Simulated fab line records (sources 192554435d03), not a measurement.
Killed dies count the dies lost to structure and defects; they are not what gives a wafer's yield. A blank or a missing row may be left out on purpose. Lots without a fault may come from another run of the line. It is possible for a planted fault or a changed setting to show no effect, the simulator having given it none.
fab line records | flow n5_finfet | part 1 of 2: steps 1 to 25 of 38
[record] lots = 5 | wafers = 15 | last_day = 18
route steps=1938 shown BEOL_M7@1310 BEOL_M8@1332
lots that met no fault: from a run of the same line without faults
start_h: hours from the record's opening day to when the first of the lot's shown wafers began | wait_h: hours from the lot's prior step to this one | " identical to the entry in the row above | L1.1+2: several wafers, shown together as one row | - either no value or no given start | * or withheld: withheld | < > ~ a bound
route shown NAME@n: a module of which the file shows steps, and the number in the route of the first | usual: the fault-free wafers' mean and standard deviation | same: alike in all rows | chamber/n: place in a boat | sites: each site's reading | _std_site: their standard deviation | _edge_site: mean of outer sites minus mean of inner sites | radius_mm: how far each site lies from the wafer's centre | mask NAME#n: copy n | behind: the tool/chamber that last shaped the wafer | hold: why the lot went on hold/how many hours it stayed there/how the hold came to an end | device: which transistor (n, p or np) failed to switch | end of line: tests of these same wafers at the route's end | a step with no rows: only its recipe | killed: at the first sort, the dies lost to defects and structure; wafer yield is something else | map: dies across one wafer; x = killed, . = not, _ = none there
set.NAME: setting as actually run; set.NAME@STEP: the setting as run at that earlier step | model.NAME: the simulator's own value behind a step, which no gauge read
lots seen at some steps along the route; tables by step, rows by wafer
services: when a tool's chamber went out of use (start_h, in hours from the record's first day, below 0 if earlier), for how many hours, and the reason
[[steps]]
[step N5_BEOL_M7_STRIP_80]
[recipe] chemistry = N2/H2 | time_s = 10 | power_w = 450 | temp_c = 40 | pressure_mtorr = 20 | rf_frequency_hz = 6e+07 | bias_power_w = 7 | n2_flow_sccm = 200 | h2_flow_sccm = 200
[usual] drypump_motor_current_A = 5.6/0.39 | h2_flow_sccm = 200.0/0.57 | oes_product_au = 0.81/0.082 | rf_vpp_V = 59.3/0.82 | showerhead_plenum_p_Torr = 2.57/0.077 | throttle_valve_pct = 23.6/0.34
lot.wafer | tool        | chamber | start_h | wait_h | drypump_motor_current_A | h2_flow_sccm | oes_product_au | rf_hours_counter_h | rf_vpp_V | showerhead_plenum_p_Torr | throttle_valve_pct
L077.2    | rie_diel-02 | 3       | -       | -      | 5.2                     | 200.1        | 0.71           | 184                | 59.2     | 2.65                     | 24.1
L077.4    | "           | 1       | "       | "      | 4.9                     | 200.0        | 0.98           | 5                  | 58.8     | 2.59                     | 23.3
L077.5    | "           | 2       | "       | "      | 5.6                     | 200.8        | 0.74           | -                  | 59.2     | 2.52                     | 23.2
L083.2    | rie_diel-05 | 3       | -       | -      | 5.6                     | 199.9        | 0.87           | 38                 | 60.0     | 2.46                     | 23.1
L083.3    | "           | 2       | "       | "      | 5.5                     | 199.4        | 0.88           | 62                 | 59.7     | 2.59                     | 23.5
L083.4    | "           | 1       | "       | "      | 5.6                     | 199.9        | 0.74           | 175                | 59.3     | 2.52                     | 23.5
L086.2    | rie_diel-04 | 0       | -       | -      | 5.9                     | 200.4        | 0.74           | 167                | 58.5     | 2.52                     | 23.4
L086.5    | "           | 2       | "       | "      | 6.4                     | 199.6        | 0.82           | -                  | 59.7     | 2.58                     | 24.1
L086.6    | "           | 3       | "       | "      | 5.7                     | 200.0        | 0.82           | -                  | 59.4     | 2.60                     | 23.9
L088.2    | rie_diel-05 | 0       | -       | -      | 6.2                     | 200.6        | 0.71           | 208                | 57.3     | 2.62                     | 24.0
L088.3    | "           | 2       | "       | "      | 5.5                     | 199.8        | 0.84           | 76                 | 59.3     | 2.58                     | 23.5
L088.6    | "           | 3       | "       | "      | 5.6                     | 200.3        | 0.85           | -                  | 58.0     | 2.45                     | 23.1
L097.4    | rie_diel-05 | 1       | -       | -      | 5.6                     | 200.4        | 0.71           | 205                | 58.8     | 2.50                     | 23.5
L097.5    | "           | 1       | "       | "      | 5.6                     | 199.8        | 0.71           | -                  | 59.3     | 2.50                     | 23.5
L097.6    | "           | 2       | "       | "      | 5.5                     | 199.7        | 0.84           | -                  | 60.5     | 2.57                     | 23.5
[step N5_BEOL_M7_OCD_MEAS_38]
[usual] trench_depth_nm = 93.2/1.5
lot.wafer | tool   | chamber | start_h | wait_h | trench_depth_nm
L077.2    | ocd-02 | -       | 228.25  | -      | 92.1
L077.4    | "      | -       | "       | "      | 91.7
L077.5    | "      | -       | "       | "      | 91.8
L083.2    | ocd-02 | -       | 249.66  | -      | 93.8
L083.3    | "      | -       | "       | "      | 92.8
L083.4    | "      | -       | "       | "      | 93.8
L086.2    | ocd-02 | -       | 279.92  | -      | 93.9
L086.5    | "      | -       | "       | "      | 95.7
L086.6    | "      | -       | "       | "      | 93.8
L088.2    | ocd-01 | -       | 294.79  | -      | 91.9
L088.3    | "      | -       | "       | "      | 92.1
L088.6    | "      | -       | "       | "      | 93.8
L097.4    | ocd-01 | -       | 347.45  | -      | 95.6
L097.5    | "      | -       | "       | "      | 96.1
L097.6    | "      | -       | "       | "      | 92.6
[step N5_BEOL_M7_HM_STRIP_39]
[recipe] chemistry = peroxide_tin_strip | material = TiN | target_depth_a = 250 | temp_c = 50 | time_s = 158
lot.wafer  | tool         | chamber | start_h | wait_h
L077.2+4+5 | wet_bench-04 | 7,5,6   | 228.31  | 0.1
L083.2+3+4 | wet_bench-03 | 3,5,7   | 249.70  | 0.0
L086.2+5+6 | wet_bench-04 | 5,7,1   | 279.95  | 0.0
L088.2+3+6 | wet_bench-06 | 1,4,5   | 294.82  | 0.0
L097.4+5+6 | wet_bench-04 | 3,2,4   | 347.47  | 0.0
[step N5_BEOL_M7_SRD_40]
[recipe] time_s = 30 | temp_c = 23 | rinse_liquid = diw | dry = ipa_marangoni
lot.wafer  | tool         | chamber | start_h | wait_h
L077.2+4+5 | wet_bench-04 | 7,5,6   | 228.36  | 0.0
L083.2+3+4 | wet_bench-03 | 3,5,7   | 249.74  | 0.0
L086.2+5+6 | wet_bench-04 | 5,7,1   | 280.00  | 0.0
L088.2+3+6 | wet_bench-06 | 1,4,5   | 294.87  | 0.0
L097.4+5+6 | wet_bench-04 | 3,2,4   | 347.52  | 0.0
[step N5_BEOL_M7_PRECLEAN_42]
[recipe] chemistry = residue_remover | time_s = 60 | temp_c = 40
lot.wafer  | tool         | chamber | start_h | wait_h
L077.2+4+5 | wet_bench-04 | 7,5,6   | 228.37  | 0.0
L083.2+3+4 | wet_bench-03 | 3,5,7   | 249.76  | 0.0
L086.2+5+6 | wet_bench-04 | 5,7,1   | 280.01  | 0.0
L088.2+3+6 | wet_bench-06 | 1,4,5   | 294.88  | 0.0
L097.4+5+6 | wet_bench-04 | 3,2,4   | 347.54  | 0.0
[step N5_BEOL_M7_SRD_43]
[recipe] time_s = 30 | temp_c = 23 | rinse_liquid = diw | dry = ipa_marangoni
lot.wafer  | tool         | chamber | start_h | wait_h
L077.2+4+5 | wet_bench-04 | 7,5,6   | 228.39  | 0.0
L083.2+3+4 | wet_bench-03 | 3,5,7   | 249.78  | 0.0
L086.2+5+6 | wet_bench-04 | 5,7,1   | 280.03  | 0.0
L088.2+3+6 | wet_bench-06 | 1,4,5   | 294.90  | 0.0
L097.4+5+6 | wet_bench-04 | 3,2,4   | 347.55  | 0.0
[step N5_BEOL_M7_CD_MEAS_35]
[recipe] target_cd_nm = 40 | polarity = opening
[usual] cd_nm = 39.9/0.52
lot.wafer | tool      | chamber | start_h | wait_h | cd_nm
L077.2    | cd_sem-01 | -       | 228.43  | 0.0    | 39.6
L077.4    | "         | -       | "       | "      | 40.2
L077.5    | "         | -       | "       | "      | 40.7
L083.2    | cd_sem-02 | -       | 249.82  | 0.0    | 40.5
L083.3    | "         | -       | "       | "      | 39.2
L083.4    | "         | -       | "       | "      | 40.1
L086.2    | cd_sem-02 | -       | 280.08  | 0.0    | 39.1
L086.5    | "         | -       | "       | "      | 39.4
L086.6    | "         | -       | "       | "      | 39.5
L088.2    | cd_sem-01 | -       | 294.94  | 0.0    | 40.5
L088.3    | "         | -       | "       | "      | 39.9
L088.6    | "         | -       | "       | "      | 39.5
L097.4    | cd_sem-03 | -       | 347.60  | 0.0    | 39.1
L097.5    | "         | -       | "       | "      | 40.2
L097.6    | "         | -       | "       | "      | 39.3
[step N5_BEOL_M7_CURE_75]
[recipe] temp_c = 370 | time_s = 120 | ambient = DMADMS/He | material = SiCOH_lowk
[usual] lamp_power_pct = 52.32/0.053 | wafer_temp_C_max = 371.9/0.53
lot.wafer | tool       | chamber | start_h | wait_h | lamp_power_pct | wafer_temp_C_max
L077.2    | uv_cure-02 | 1       | 228.52  | 0.1    | 52.36          | 372.0
L077.4    | "          | 1       | "       | "      | 52.32          | 371.8
L077.5    | "          | 1       | "       | "      | 52.28          | 372.3
L083.2    | uv_cure-02 | 0       | 249.91  | 0.1    | 52.35          | 371.8
L083.3    | "          | 0       | "       | "      | 52.25          | 372.1
L083.4    | "          | 0       | "       | "      | 52.30          | 371.8
L086.2    | uv_cure-03 | 2       | 280.17  | 0.1    | 52.32          | 371.7
L086.5    | "          | 2       | "       | "      | 52.33          | 372.1
L086.6    | "          | 2       | "       | "      | 52.34          | 372.1
L088.2    | uv_cure-03 | 0       | 295.03  | 0.1    | 52.30          | 371.3
L088.3    | "          | 0       | "       | "      | 52.40          | 371.0
L088.6    | "          | 0       | "       | "      | 52.37          | 371.2
L097.4    | uv_cure-02 | 1       | 348.04  | 0.4    | 52.33          | 372.0
L097.5    | "          | 1       | "       | "      | 52.34          | 372.3
L097.6    | "          | 1       | "       | "      | 52.34          | 371.9
[step N5_BEOL_M7_DEGAS_44]
[recipe] ambient = vacuum | temp_c = 250 | time_s = 60
[usual] heater_power_w = 332/44
lot.wafer | tool           | chamber | start_h | wait_h | heater_power_w
L077.2    | pvd_sputter-01 | -       | 228.90  | 0.3    | 314
L077.4    | "              | -       | "       | "      | 327
L077.5    | "              | -       | "       | "      | 322
L083.2    | pvd_sputter-03 | -       | 250.53  | 0.6    | 387
L083.3    | "              | -       | "       | "      | 355
L083.4    | "              | -       | "       | "      | 298
L086.2    | pvd_sputter-02 | -       | 280.87  | 0.7    | 290
L086.5    | "              | -       | "       | "      | 303
L086.6    | "              | -       | "       | "      | 430
L088.2    | pvd_sputter-02 | -       | 295.77  | 0.7    | 289
L088.3    | "              | -       | "       | "      | 304
L088.6    | "              | -       | "       | "      | 320
L097.4    | pvd_sputter-01 | -       | 348.51  | 0.4    | 316
L097.5    | "              | -       | "       | "      | 304
L097.6    | "              | -       | "       | "      | 380
[step N5_BEOL_M7_PRE_CLEAN_45]
[recipe] gas = H2/He | time_s = 30 | temp_c = 250
[usual] heater_power_w = 331/43
lot.wafer | tool           | chamber | start_h | wait_h | heater_power_w
L077.2    | pvd_sputter-01 | -       | 228.94  | 0.0    | 323
L077.4    | "              | -       | "       | "      | 321
L077.5    | "              | -       | "       | "      | 323
L083.2    | pvd_sputter-03 | -       | 250.57  | 0.0    | 379
L083.3    | "              | -       | "       | "      | 358
L083.4    | "              | -       | "       | "      | 305
L086.2    | pvd_sputter-02 | -       | 280.91  | 0.0    | 294
L086.5    | "              | -       | "       | "      | 307
L086.6    | "              | -       | "       | "      | 423
L088.2    | pvd_sputter-02 | -       | 295.81  | 0.0    | 293
L088.3    | "              | -       | "       | "      | 308
L088.6    | "              | -       | "       | "      | 321
L097.4    | pvd_sputter-01 | -       | 348.55  | 0.0    | 314
L097.5    | "              | -       | "       | "      | 305
L097.6    | "              | -       | "       | "      | 372
[step N5_BEOL_M7_ALD_77]
[recipe] material = TaN | target_thk_a = 20 | temp_c = 275 | ald_precursor_family = PDMAT | ald_co_reactant = NH3 | pressure_torr = 3 | carrier_flow_sccm = 1500 | pulse_time_s = 2 | purge_time_s = 3 | co_reactant_purge_time_s = 2 | co_reactant_pulse_time_s = 3 | ald_cycles = 40 | precursor_vessel_temp_c = 75 | precursor_vessel_pressure_torr = 26.25 | precursor_vessel_carrier_sccm = 1000
[usual] heater_power_w = 420/33
[same] ald_cycles = 40
lot.wafer | tool         | chamber | start_h | wait_h | heater_power_w
L077.2    | ald_metal-03 | 2       | 229.12  | 0.2    | 395
L077.4    | "            | 1       | "       | "      | 410
L077.5    | "            | 0       | "       | "      | 381
L083.2    | ald_metal-04 | 0       | 250.65  | 0.1    | 389
L083.3    | "            | 2       | "       | "      | 412
L083.4    | "            | 1       | "       | "      | 444
L086.2    | ald_metal-02 | 2       | 280.97  | 0.0    | 427
L086.5    | "            | 1       | "       | "      | 384
L086.6    | "            | 2       | "       | "      | 427
L088.2    | ald_metal-03 | 1       | 295.88  | 0.0    | 417
L088.3    | "            | 3       | "       | "      | 421
L088.6    | "            | 0       | "       | "      | 376
L097.4    | ald_metal-02 | 3       | 348.71  | 0.1    | 510
L097.5    | "            | 0       | "       | "      | 428
L097.6    | "            | 3       | "       | "      | 503
[step N5_BEOL_M7_SURFACE_TREAT_79]
[recipe] gas = Ar | time_s = * | ion_energy_ev = * | ion_current_ma_cm2 = 0.5 | pressure_mtorr = * | ar_flow_sccm = 30
[usual] throttle_valve_pct = *
lot.wafer | tool           | chamber | start_h | wait_h | throttle_valve_pct
L077.2    | pvd_sputter-01 | -       | 229.64  | 0.4    | *
L077.4    | "              | -       | "       | "      | *
L077.5    | "              | -       | "       | "      | *
L083.2    | pvd_sputter-03 | -       | 250.99  | 0.2    | *
L083.3    | "              | -       | "       | "      | *
L083.4    | "              | -       | "       | "      | *
L086.2    | pvd_sputter-01 | -       | 281.65  | 0.5    | *
L086.5    | "              | -       | "       | "      | *
L086.6    | "              | -       | "       | "      | *
L088.2    | pvd_sputter-01 | -       | 296.40  | 0.4    | *
L088.3    | "              | -       | "       | "      | *
L088.6    | "              | -       | "       | "      | *
L097.4    | pvd_sputter-01 | -       | 349.17  | 0.3    | *
L097.5    | "              | -       | "       | "      | *
L097.6    | "              | -       | "       | "      | *
[step N5_BEOL_M7_CVD_78]
[recipe] material = Co | target_thk_a = 20 | temp_c = withheld | precursor = CCTBA/H2 | pressure_torr = 30 | time_s = 142.3
lot.wafer  | tool      | chamber | start_h | wait_h
L077.2+4+5 | cvd_co-02 | 1,1,2   | 229.73  | 0.1
L083.2+3+4 | cvd_co-01 | 2,1,1   | 251.28  | 0.3
L086.2+5+6 | cvd_co-02 | 2,2,1   | 281.73  | 0.1
L088.2+3+6 | cvd_co-02 | 2,2,1   | 296.66  | 0.2
L097.4+5+6 | cvd_co-02 | 1,2,1   | 349.27  | 0.1
[step N5_BEOL_M7_SPUTTER_48]
[recipe] material = Cu | target_thk_a = 100 | temp_c = -20 | bias_v = 60 | power_w = 26000 | chamber_pressure_pa = 0.13 | time_s = 1.667
[usual] chuck_sensor_temp_C = -15.9/0.41 | throttle_valve_pct = 30.3/1.3
lot.wafer | tool           | chamber | start_h | wait_h | chuck_sensor_temp_C | throttle_valve_pct
L077.2    | pvd_sputter-01 | -       | 229.84  | 0.1    | -16.3               | 30.1
L077.4    | "              | -       | "       | "      | -16.2               | 31.4
L077.5    | "              | -       | "       | "      | -15.2               | 28.5
L083.2    | pvd_sputter-02 | -       | 251.60  | 0.3    | -15.5               | 29.1
L083.3    | "              | -       | "       | "      | -16.2               | 30.8
L083.4    | "              | -       | "       | "      | -15.4               | 31.0
L086.2    | pvd_sputter-01 | -       | 281.87  | 0.1    | -16.3               | 32.0
L086.5    | "              | -       | "       | "      | -16.2               | 31.8
L086.6    | "              | -       | "       | "      | -16.3               | 30.3
L088.2    | pvd_sputter-01 | -       | 296.90  | 0.2    | -16.1               | 32.2
L088.3    | "              | -       | "       | "      | -16.3               | 31.3
L088.6    | "              | -       | "       | "      | -16.2               | 31.8
L097.4    | pvd_sputter-03 | -       | 349.43  | 0.1    | -15.5               | 31.5
L097.5    | "              | -       | "       | "      | -16.3               | 28.5
L097.6    | "              | -       | "       | "      | -16.1               | 28.6
[step N5_BEOL_M7_ECD_50]
[recipe] material = Cu | target_thk_a = 3000
lot.wafer  | tool      | chamber | start_h | wait_h
L077.2+4+5 | ecd_cu-01 | 0,1,1   | 229.96  | 0.1
L083.2+3+4 | ecd_cu-01 | 0,1,0   | 251.71  | 0.1
L086.2+5+6 | ecd_cu-02 | 0,0,1   | 281.98  | 0.1
L088.2+3+6 | ecd_cu-01 | 0,1,1   | 297.02  | 0.1
L097.4+5+6 | ecd_cu-01 | 1,0,1   | 349.57  | 0.1
[step N5_BEOL_M7_ANNEAL_51]
[recipe] temp_c = 225 | time_s = 90 | ambient = N2
[usual] anneal_temp_c = 224.98/0.16 | wafer_temp_C_max = 225.66/0.2
lot.wafer | tool          | chamber | start_h | wait_h | anneal_temp_c | wafer_temp_C_max
L077.2    | rtp_anneal-02 | 0       | 230.65  | 0.7    | 224.90        | 225.92
L077.4    | "             | 0       | "       | "      | 224.83        | 225.62
L077.5    | "             | 0       | "       | "      | 224.73        | 225.83
L083.2    | rtp_anneal-01 | 0       | 251.95  | 0.2    | 224.61        | 225.65
L083.3    | "             | 0       | "       | "      | 224.90        | 225.65
L083.4    | "             | 0       | "       | "      | 224.68        | 225.72
L086.2    | rtp_anneal-02 | 0       | 282.38  | 0.4    | 225.08        | 225.75
L086.5    | "             | 0       | "       | "      | 224.96        | 225.81
L086.6    | "             | 0       | "       | "      | 224.93        | 225.81
L088.2    | rtp_anneal-02 | 0       | 297.21  | 0.2    | 225.06        | 225.87
L088.3    | "             | 0       | "       | "      | 225.05        | 225.50
L088.6    | "             | 0       | "       | "      | 224.86        | 225.60
L097.4    | rtp_anneal-01 | 0       | 349.95  | 0.4    | 225.14        | 226.23
L097.5    | "             | 0       | "       | "      | 225.08        | 225.61
L097.6    | "             | 0       | "       | "      | 225.21        | 225.47
[step N5_BEOL_M7_CMP_52]
[recipe] stop_on = SiCOH_lowk | t_overpolish_s = 6.9 | down_force_psi = 1 | platen_rpm = 50 | clearing_platen_down_force_psi = 1.5 | clearing_platen_rpm = 50 | post_cmp_clean = cu_alkaline | target_thk_nm = 80 | clearing_platen_pad_velocity_m_s = 0.99484 | pad_velocity_m_s = 0.99484
[usual] barrier_field_endpoint_s = 29.1/0.78 | clearing_platen_down_force_psi = 1.501/0.003 | head_pressure_psi = 1.0001/0.0021 | motor_current_A = 6.0/0.65 | overpolish_run_s = 6.900/0.0097 | time_to_endpoint_s = 62/3.2
lot.wafer | tool   | chamber | start_h | wait_h | barrier_field_endpoint_s | clearing_platen_down_force_psi | head_pressure_psi | motor_current_A | overpolish_run_s | time_to_endpoint_s
L077.4    | cmp-04 | 0       | 230.98  | 0.2    | 29.6                     | 1.497                          | 1.0010            | 7.0             | 6.911            | 65
L077.2    | "      | 1       | "       | "      | 29.4                     | 1.503                          | 1.0013            | 5.4             | 6.903            | 62
L077.5    | "      | 2       | "       | "      | 30.8                     | 1.499                          | 1.0010            | 4.8             | 6.894            | 68
L083.2    | cmp-02 | 0       | 252.20  | 0.2    | 28.1                     | 1.508                          | 1.0048            | 6.1             | 6.900            | 56
L083.3    | "      | 2       | "       | "      | 29.8                     | 1.493                          | 1.0023            | 7.8             | 6.907            | 64
L083.4    | "      | 3       | "       | "      | 29.4                     | 1.502                          | 0.9996            | 5.5             | 6.898            | 66
L086.2    | cmp-02 | 1       | 282.71  | 0.3    | 29.4                     | 1.499                          | 0.9977            | 5.8             | 6.913            | 66
L086.6    | "      | 3       | "       | "      | 30.3                     | 1.500                          | 0.9995            | 6.3             | 6.896            | 66
L086.5    | "      | 0       | "       | "      | 28.5                     | 1.503                          | 1.0008            | 6.3             | 6.888            | 58
L088.2    | cmp-04 | 1       | 297.70  | 0.4    | 29.2                     | 1.505                          | 1.0009            | 5.7             | 6.890            | 60
L088.3    | "      | 0       | "       | "      | 28.4                     | 1.497                          | 1.0007            | 6.7             | 6.923            | 61
L088.6    | "      | 1       | "       | "      | 30.1                     | 1.500                          | 0.9968            | 5.7             | 6.899            | 62
L097.4    | cmp-01 | 2       | 350.19  | 0.2    | 28.7                     | 1.497                          | 0.9973            | 5.8             | 6.878            | 57
L097.6    | "      | 0       | "       | "      | 29.3                     | 1.500                          | 0.9978            | 5.7             | 6.901            | 63
L097.5    | "      | 1       | "       | "      | 30.2                     | 1.500                          | 0.9986            | 6.9             | 6.901            | 64
[step N5_BEOL_M7_THK_MEAS_53]
[recipe] thk_meas_gauge = xrf | reads = Cu_of_BEOL_M7_ECD_50
[usual] M7_THK = 77.7/1.9
lot.wafer | tool          | chamber | start_h | wait_h | M7_THK[nm]
L077.2    | film_metro-02 | -       | 231.20  | -      | 76.1
L077.4    | "             | -       | "       | "      | 75.3
L077.5    | "             | -       | "       | "      | 77.6
L083.2    | film_metro-02 | -       | 252.50  | -      | 76.9
L083.3    | "             | -       | "       | "      | 78.2
L083.4    | "             | -       | "       | "      | 80.6
L086.2    | film_metro-02 | -       | 282.93  | -      | 80.8
L086.5    | "             | -       | "       | "      | 81.5
L086.6    | "             | -       | "       | "      | 81.7
L088.2    | film_metro-01 | -       | 298.00  | -      | 76.8
L088.3    | "             | -       | "       | "      | 75.3
L088.6    | "             | -       | "       | "      | 77.2
L097.4    | film_metro-02 | -       | 350.41  | -      | 79.6
L097.5    | "             | -       | "       | "      | 80.1
L097.6    | "             | -       | "       | "      | 77.3
[step N5_BEOL_M7_PRE_CLEAN_55]
[recipe] gas = NH3 | time_s = 15 | temp_c = withheld | rf_power_w = 300
lot.wafer  | tool     | chamber | start_h | wait_h
L077.2+4+5 | pecvd-04 | 1       | 231.23  | 0.0
L083.2+3+4 | pecvd-02 | 1,2,1   | 252.53  | 0.0
L086.2+5+6 | pecvd-03 | 2       | 282.97  | 0.0
L088.2+3+6 | pecvd-03 | 2       | 298.04  | 0.0
L097.4+5+6 | pecvd-03 | 0,2,1   | 350.45  | 0.0
[step N5_BEOL_M7_DEP_56]
[recipe] material = SiCN | target_thk_a = 100 | temp_c = withheld | precursor = 3MS/NH3 | pressure_torr = 3 | rf_w = 202 | time_s = 17.5
[usual] showerhead_plenum_p_Torr = 3.663/0.0078 | throttle_valve_pct = 8.9/0.47
lot.wafer | tool     | chamber | start_h | wait_h | showerhead_plenum_p_Torr | throttle_valve_pct
L077.2    | pecvd-04 | 1       | 231.27  | 0.0    | 3.656                    | 8.8
L077.4    | "        | 1       | "       | "      | 3.658                    | 8.9
L077.5    | "        | 1       | "       | "      | 3.660                    | 8.9
L083.2    | pecvd-02 | 1       | 252.56  | 0.0    | 3.662                    | 8.8
L083.3    | "        | 2       | "       | "      | 3.671                    | 9.1
L083.4    | "        | 1       | "       | "      | 3.655                    | 8.6
L086.2    | pecvd-03 | 2       | 283.05  | 0.1    | 3.672                    | 8.6
L086.5    | "        | 2       | "       | "      | 3.673                    | 8.5
L086.6    | "        | 2       | "       | "      | 3.676                    | 8.4
L088.2    | pecvd-03 | 2       | 298.07  | 0.0    | 3.669                    | 8.3
L088.3    | "        | 2       | "       | "      | 3.681                    | 8.5
L088.6    | "        | 2       | "       | "      | 3.674                    | 8.5
L097.4    | pecvd-03 | 0       | 350.49  | 0.0    | 3.658                    | 9.4
L097.5    | "        | 2       | "       | "      | 3.675                    | 8.4
L097.6    | "        | 1       | "       | "      | 3.667                    | 8.6
[step N5_BEOL_M7_RS_MEAS_57]
[recipe] thk_meas_gauge = four-point-probe | reads = Cu_of_BEOL_M7_ECD_50+Co_of_BEOL_M7_CVD_78+TaN_of_BEOL_M7_ALD_77
[usual] M7_RS = 0.288/0.0077
lot.wafer | tool          | chamber | start_h | wait_h | M7_RS[ohm/sq]
L077.2    | film_metro-02 | -       | 231.36  | 0.1    | 0.293
L077.4    | "             | -       | "       | "      | 0.297
L077.5    | "             | -       | "       | "      | 0.286
L083.2    | film_metro-02 | -       | 252.63  | 0.1    | 0.291
L083.3    | "             | -       | "       | "      | 0.287
L083.4    | "             | -       | "       | "      | 0.278
L086.2    | film_metro-02 | -       | 283.18  | 0.1    | 0.279
L086.5    | "             | -       | "       | "      | 0.276
L086.6    | "             | -       | "       | "      | 0.275
L088.2    | film_metro-02 | -       | 298.16  | 0.1    | 0.293
L088.3    | "             | -       | "       | "      | 0.296
L088.6    | "             | -       | "       | "      | 0.289
L097.4    | film_metro-02 | -       | 350.54  | 0.0    | 0.283
L097.5    | "             | -       | "       | "      | 0.281
L097.6    | "             | -       | "       | "      | 0.293
[step N5_BEOL_M7_INSPECT_58]
[recipe] inspect_instrument = darkfield | mode = post_dep
[usual] raw_defect_count = 72/26
lot.wafer | tool              | chamber | start_h | wait_h | raw_defect_count
L077.2    | defect_inspect-01 | -       | 231.38  | 0.0    | 57
L077.4    | "                 | -       | "       | "      | 82
L077.5    | "                 | -       | "       | "      | 65
L083.2    | defect_inspect-01 | -       | 252.65  | 0.0    | 71
L083.3    | "                 | -       | "       | "      | 51
L083.4    | "                 | -       | "       | "      | 64
L086.2    | defect_inspect-01 | -       | 283.20  | 0.0    | 77
L086.5    | "                 | -       | "       | "      | 112
L086.6    | "                 | -       | "       | "      | 174
L088.2    | defect_inspect-02 | -       | 298.19  | 0.0    | 61
L088.3    | "                 | -       | "       | "      | 102
L088.6    | "                 | -       | "       | "      | 80
L097.4    | defect_inspect-01 | -       | 350.56  | 0.0    | 50
L097.5    | "                 | -       | "       | "      | 57
L097.6    | "                 | -       | "       | "      | 63
[step N5_BEOL_M8_ILD_DEP_00]
[recipe] material = SiCOH_lowk | target_thk_a = 1797.5 | temp_c = 300 | precursor = DEMS/porogen | pressure_torr = 5 | rf_w = 500 | time_s = 33.4
[usual] heater_power_w = 299/52 | showerhead_plenum_p_Torr = 5.738/0.016 | throttle_valve_pct = 14.1/1
lot.wafer | tool     | chamber | start_h | wait_h | heater_power_w | showerhead_plenum_p_Torr | throttle_valve_pct
L077.2    | pecvd-02 | 1       | 231.42  | 0.0    | 304            | 5.734                    | 13.2
L077.4    | "        | 2       | "       | "      | 274            | 5.738                    | 13.3
L077.5    | "        | 1       | "       | "      | 316            | 5.718                    | 13.3
L083.2    | pecvd-03 | 0       | 252.69  | 0.0    | 424            | 5.736                    | 14.5
L083.3    | "        | 2       | "       | "      | 197            | 5.750                    | 13.0
L083.4    | "        | 0       | "       | "      | 438            | 5.728                    | 14.8
L086.2    | pecvd-01 | 1       | 283.24  | 0.0    | 316            | 5.723                    | 16.0
L086.5    | "        | 1       | "       | "      | 320            | 5.726                    | 16.4
L086.6    | "        | 0       | "       | "      | 286            | 5.712                    | 13.8
L088.2    | pecvd-02 | 2       | 298.22  | 0.0    | 238            | 5.743                    | 13.5
L088.3    | "        | 0       | "       | "      | 294            | 5.765                    | 14.6
L088.6    | "        | 1       | "       | "      | 335            | 5.743                    | 13.0
L097.4    | pecvd-01 | 0       | 350.62  | 0.1    | 281            | 5.724                    | 13.6
L097.5    | "        | 2       | "       | "      | 299            | 5.758                    | 14.2
L097.6    | "        | 1       | "       | "      | 340            | 5.724                    | 16.2
[step N5_BEOL_M8_CURE_74]
[recipe] temp_c = 385 | time_s = 240 | ambient = He/Ar | material = SiCOH_lowk
[usual] lamp_power_pct = 52.30/0.053 | wafer_temp_C_max = 387.1/0.65
lot.wafer | tool       | chamber | start_h | wait_h | lamp_power_pct | wafer_temp_C_max
L077.2    | uv_cure-01 | 1       | 231.56  | 0.1    | 52.25          | 386.1
L077.4    | "          | 1       | "       | "      | 52.28          | 385.9
L077.5    | "          | 1       | "       | "      | 52.27          | 386.0
L083.2    | uv_cure-02 | 1       | 252.84  | 0.1    | 52.25          | 387.0
L083.3    | "          | 1       | "       | "      | 52.30          | 387.3
L083.4    | "          | 1       | "       | "      | 52.33          | 387.2
L086.2    | uv_cure-01 | 2       | 283.39  | 0.1    | 52.29          | 387.4
L086.5    | "          | 2       | "       | "      | 52.30          | 387.7
L086.6    | "          | 2       | "       | "      | 52.39          | 387.8
L088.2    | uv_cure-03 | 1       | 298.37  | 0.1    | 52.33          | 387.2
L088.3    | "          | 1       | "       | "      | 52.37          | 386.8
L088.6    | "          | 1       | "       | "      | 52.33          | 386.8
L097.4    | uv_cure-01 | 2       | 351.14  | 0.5    | 52.32          | 387.2
L097.5    | "          | 2       | "       | "      | 52.34          | 388.0
L097.6    | "          | 2       | "       | "      | 52.44          | 386.5
[step N5_BEOL_M8_THK_MEAS_01]
[recipe] reads = SiCOH_lowk_of_BEOL_M8_ILD_DEP_00
[usual] M8_ILD_THK = 154.6/1.8
lot.wafer | tool          | chamber | start_h | wait_h | M8_ILD_THK[nm]
L077.2    | film_metro-01 | -       | 232.00  | 0.4    | 154.7
L077.4    | "             | -       | "       | "      | 157.6
L077.5    | "             | -       | "       | "      | 157.6
L083.2    | film_metro-02 | -       | 253.27  | 0.4    | 154.2
L083.3    | "             | -       | "       | "      | 153.8
L083.4    | "             | -       | "       | "      | 156.3
L086.2    | film_metro-01 | -       | 283.82  | 0.4    | 154.1
L086.5    | "             | -       | "       | "      | 155.4
L086.6    | "             | -       | "       | "      | 157.2
L088.2    | film_metro-02 | -       | 298.80  | 0.4    | 153.0
L088.3    | "             | -       | "       | "      | 151.6
L088.6    | "             | -       | "       | "      | 158.3
L097.4    | film_metro-02 | -       | 351.66  | 0.4    | 156.1
L097.5    | "             | -       | "       | "      | 154.4
L097.6    | "             | -       | "       | "      | 153.5
